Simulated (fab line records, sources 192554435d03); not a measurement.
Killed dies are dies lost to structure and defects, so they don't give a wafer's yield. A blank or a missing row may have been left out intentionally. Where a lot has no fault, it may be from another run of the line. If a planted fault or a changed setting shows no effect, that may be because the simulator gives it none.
2 desks looking at one fault | flow n5 finfet | every desk sees just its own numbers, and what lay behind them comes last

## THE TOOL OWNER'S DESK: rie diel-01
The tool's own readings at N5_BEOL_M12_ETCH_59 (etches BARC in N2/H2, target depth 89 nm, overetch 26.7 nm, time 67.9 s): means of the sampled wafers that have a number, for each lot that ran on this tool. Any lot whose mean is over 4 standard deviations away from the usual mean is out of limits and marked OUT; that distance is given in the brackets.
Columns: A = drypump motor current A at N5_BEOL_M12_ETCH_59, usual 5.6 A; B = oes product au at N5_BEOL_M12_ETCH_59, usual 0.69 a.u.; C = rf vpp V at N5_BEOL_M12_ETCH_59, usual 524.4 V; D = showerhead plenum p Torr at N5_BEOL_M12_ETCH_59, usual 2.56 Torr; E = throttle valve pct at N5_BEOL_M12_ETCH_59, usual 17.85 %
lot  | first seen here | A   | B    | C     | D    | E
L674 | day 11 17:38    | 5.3 | 0.73 | 524.7 | 2.57 | 17.75
L679 | day 12 12:29    | 5.3 | 0.72 | 524.6 | 2.57 | 17.74
L689 | day 14 16:51    | 5.7 | 0.68 | 524.1 | 2.55 | 17.84
L688 | day 14 17:14    | 5.3 | 0.73 | 525.3 | 2.57 | 17.74
L696 | day 17 02:32    | 5.8 | 0.66 | 524.2 | 2.52 | 17.84
This desk's verdict: no lot among the 5 shows anything out of limits.

## THE DEFECT DESK
For each lot, the counts of the inspections along the route, averaged over the sampled wafers that have a number. Any lot whose mean is over 4 standard deviations away from the usual mean is out of limits and marked OUT; that distance is given in the brackets.
Columns: A = raw defect count at N5_BEOL_M12_INSPECT_30, usual 1.9
lot  | first seen here | A
L675 | day 11 13:29    | 1.3
L674 | day 11 18:28    | 2.0
L676 | day 11 19:06    | 2.3
L679 | day 12 13:26    | 2.0
L682 | day 12 21:54    | 3.0
L684 | day 14 07:43    | 2.3
L689 | day 14 17:49    | 3.3
L688 | day 14 18:11    | 3.3
L687 | day 14 19:44    | 1.0
L696 | day 17 03:30    | 2.0
This desk's verdict: no lot among the 10 shows anything out of limits.

## PUT TOGETHER
The tool owner's desk saw nothing out of limits.
Nothing the defect desk looked at was out of limits.

## WHAT THE SIMULATOR HAD PUT IN
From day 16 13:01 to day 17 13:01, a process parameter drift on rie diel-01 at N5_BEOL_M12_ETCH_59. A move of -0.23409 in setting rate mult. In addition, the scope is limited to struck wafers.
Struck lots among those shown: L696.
